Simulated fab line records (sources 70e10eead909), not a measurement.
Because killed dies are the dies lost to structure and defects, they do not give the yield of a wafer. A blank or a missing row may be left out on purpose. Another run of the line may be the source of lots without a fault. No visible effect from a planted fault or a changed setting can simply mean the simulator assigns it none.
Which tool is to blame? | flow nand harc | 6 lots with 18 wafers sampled at 2 steps, on a route of 1302 steps

## WHAT THE GAUGES SHOWED, per wafer
NHARC_P_STI_INSPECT_11.
lot  | measured     | on                | raw defect count
L416 | day 3 21:12  | defect inspect-02 | 5 3 2
L419 | day 5 01:08  | defect inspect-02 | 3 7 3
L423 | day 6 12:49  | defect inspect-02 | 2 4 2
L425 | day 7 08:41  | defect inspect-01 | 5 6 0
L427 | day 8 06:37  | defect inspect-02 | 6 5 4
L436 | day 11 23:55 | defect inspect-01 | 794 801 795

## WHAT TOOL EACH LOT RAN ON (gives the tool, then ch and the chambers of the sampled wafers, and finally the start)
lot  | NHARC_P_STI_ETCH_26
L416 | wet bench-09 ch 1,3,4, day 2 23:36
L419 | wet bench-05 ch 5,6,7, day 4 05:45
L423 | wet bench-05 ch 1,2,6, day 5 21:41
L425 | wet bench-09 ch 2,3,7, day 6 18:12
L427 | wet bench-09 ch 5,6,7, day 7 13:44
L436 | wet bench-05 ch 0,2,3, day 11 07:49
- NHARC_P_STI_ETCH_26: etches SiO2 in dHF, target depth 11 nm.

## THE ANSWER, worked out from the rows above alone
Rule: the usual values come from the lots themselves. Put in order of their means at a reading, lots are off if they are a third of the lots or fewer, leave a main group of 4 or more, and stand apart from it by a gap of 3 or more times the standard deviation of the main group's means; of several such gaps the widest counts. A main group whose means are all the same, to the digits that the tables above print for the reading, isn't used. Also off: a lot with no number at a reading for which 4 or more lots have one. Where the step has rows for the other lots, those lots are counted as sound.
Off at NHARC_P_STI_INSPECT_11 (raw defect count): L436. Main group: mean 3.8, sd 0.81.
If a tool, at a process step before that reading, ran all the lots that are off and no sound lot after the first of them, it fits. Gauges at NHARC_P_STI_INSPECT_11: tried the same way as those tools. Undecided on this evidence; 2 tools fit (wet bench-05 at NHARC_P_STI_ETCH_26, defect inspect-01 at NHARC_P_STI_INSPECT_11).

## WHAT HAD BEEN PUT IN BY THE SIMULATOR
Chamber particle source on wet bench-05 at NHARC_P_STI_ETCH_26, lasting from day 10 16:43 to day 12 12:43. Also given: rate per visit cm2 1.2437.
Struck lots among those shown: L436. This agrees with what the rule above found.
